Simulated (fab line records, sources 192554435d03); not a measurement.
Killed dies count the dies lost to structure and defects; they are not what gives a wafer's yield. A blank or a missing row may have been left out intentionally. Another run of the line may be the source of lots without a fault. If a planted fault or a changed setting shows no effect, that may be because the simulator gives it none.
Split-lot experiment | flow n5 finfet | 21 wafers read across 7 lots, on a route 1938 steps long

THE SPLIT ITSELF
At N5_FIN_CUT_COAT_18 (time 60 s, resist thk 230 nm), the setting spin rpm was moved away from the recipe's 1500 rpm on 7 of the 21 wafers read, by +4.0% to +9.1%. All remaining wafers had this setting at the recipe value.

FROM THE SPLIT TO THE READING: what the file shows between them, 10 steps
- N5_FIN_CUT_COAT_19: time 60 s, resist thk 20 nm (also split here: time s)
- N5_FIN_CUT_COAT_29: time 60 s, resist thk 10 nm
- N5_FIN_CUT_COAT_02: resist thk 30 nm
- N5_FIN_CUT_ETCH_30: etches underlayer in N2/H2, target depth 13 nm, time 10.4 s
- N5_FIN_CUT_ETCH_20: etches SiARC in CF4, target depth 26 nm, time 43.3 s
- N5_FIN_CUT_ETCH_21: etches SOC in N2/H2, target depth 219 nm, overetch 43.8 nm, time 523.5 s
- N5_FIN_CUT_STRIP_23: strips in N2/H2
- N5_FIN_CUT_STRIP_31: strips in N2/H2
- N5_FIN_CUT_PRECLEAN_35: cleans in vHF, time 13.3 s
- N5_FIN_CUT_CUT_ETCH_15: etches Si in HBr/Cl2/O2, target depth 100 nm, bt time 10 s, time 42.4 s

THE READING
SOC_of_FIN_CUT_COAT_18.thk nm (the simulator's own value, which no gauge read), in nm, at N5_FIN_CUT_CUT_ETCH_28 (etches Si in HBr/Cl2/O2, target depth 6 nm, time 2.4 s). There is no usual value for it anywhere in the file. The 14 wafers here that ran the recipe average 169.0 nm, standard deviation 0.54 nm.

wafer  | tool, chamber at the split | spin rpm as run, rpm | against the recipe | SOC_of_FIN_CUT_COAT_18.thk nm, nm | against lot-mates on the recipe
L080.2 | litho track-02, 0          | 1622                 | +8.1%              | 158.6                             | -10.8
L080.3 | litho track-02, 0          | 1500                 | recipe             | 169.4                             | -
L080.4 | litho track-02, 0          | 1622                 | +8.1%              | 160                               | -9.4
L084.1 | litho track-02, 0          | 1500                 | recipe             | 169                               | -
L084.3 | litho track-02, 0          | 1636                 | +9.1%              | 159.2                             | -9.9
L084.4 | litho track-02, 0          | 1500                 | recipe             | 169.2                             | -
L091.2 | litho track-02, 0          | 1584                 | +5.6%              | 162.2                             | -6.8
L091.4 | litho track-02, 0          | 1584                 | +5.6%              | 163                               | -6.0
L091.6 | litho track-02, 0          | 1500                 | recipe             | 169                               | -
L093.1 | litho track-02, 0          | 1560                 | +4.0%              | 163.6                             | -4.6
L093.3 | litho track-02, 0          | 1500                 | recipe             | 168.2                             | -
L093.5 | litho track-02, 0          | 1560                 | +4.0%              | 163                               | -5.2
L095.1 | litho track-02, 0          | 1500                 | recipe             | 167.8                             | -
L095.3 | litho track-02, 0          | 1500                 | recipe             | 169.6                             | -
L095.6 | litho track-02, 0          | 1500                 | recipe             | 168.6                             | -
L096.1 | litho track-05, 0          | 1500                 | recipe             | 168.8                             | -
L096.2 | litho track-05, 0          | 1500                 | recipe             | 169.4                             | -
L096.4 | litho track-05, 0          | 1500                 | recipe             | 169.6                             | -
L097.1 | litho track-05, 0          | 1500                 | recipe             | 169.6                             | -
L097.2 | litho track-05, 0          | 1500                 | recipe             | 168.4                             | -
L097.3 | litho track-05, 0          | 1500                 | recipe             | 169                               | -

FIT RESULTS
A straight line over all 21 wafers: SOC_of_FIN_CUT_COAT_18.thk nm changes by -1.16 nm for each +1% of spin rpm; r = -0.99; the points scatter about the line by 0.66 nm.
The same after taking each lot's own level away (the mean of its wafers on the recipe; 21 wafers): -1.18 nm for each +1%; r = -0.99; scatter 0.54 nm.
Per that fit: largest spin rpm move, reading shift of 11 nm.
Across the lots, their own levels run from 168.20 to 169.40 nm, a range of 2.2 times the standard deviation given above.
The two slopes are in agreement: the lot-to-lot level therefore moves the slope only a little.
Check: for one of the wafers moved furthest among these (+9.1%), held out of the fit, the line's prediction against its lot-mates is -11 nm. Against them it came out at -9.9 nm.

FURTHER SPLITS ON THESE WAFERS
Other splits were also applied to these wafers ahead of the reading. Each is held against what the fit with the lots' levels taken away leaves over:
other split on the same wafers        | wafers away from the commonest value | r with SOC_of_FIN_CUT_COAT_18.thk nm (lot level and that fit taken away)
N5_ZERO_LAYER_PECVD_02 time s         | 6                                    | +0.33
N5_WELL_APT_PEB_06 peb temp c         | 9                                    | +0.00
N5_WELL_APT_DEVELOP_07 develop time s | 6                                    | +0.02
N5_FIN_SAQP_SPACER1_ALD_24 temp c     | 8                                    | -0.02
N5_FIN_CUT_COAT_19 time s             | 6                                    | +0.04

THE WHOLE CHAIN: every reading that the file lists as answering this split, in the file's order
step                   | what it does                                                             | reading                                                                        | change (the file's fit)              | r (the file's)
N5_FIN_CUT_COAT_18     | time 60 s, resist thk 230 nm                                             | SOC_of_FIN_CUT_COAT_18.thk nm (the simulator's own value, which no gauge read) | -1.08 nm for each +1% of the setting | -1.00
N5_FIN_CUT_ETCH_21     | etches SOC in N2/H2, target depth 219 nm, overetch 43.8 nm, time 523.5 s | etch.depth nm (the simulator's own value, which no gauge read)                 | -1.08 nm for each +1% of the setting | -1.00
N5_FIN_CUT_CUT_ETCH_28 | etches Si in HBr/Cl2/O2, target depth 6 nm, time 2.4 s                   | SOC_of_FIN_CUT_COAT_18.thk nm (the simulator's own value, which no gauge read) | -1.16 nm for each +1% of the setting | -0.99

FILE'S OWN FIT
SOC_of_FIN_CUT_COAT_18.thk nm changes by -1.16 nm for each +1% of spin rpm, r = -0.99.
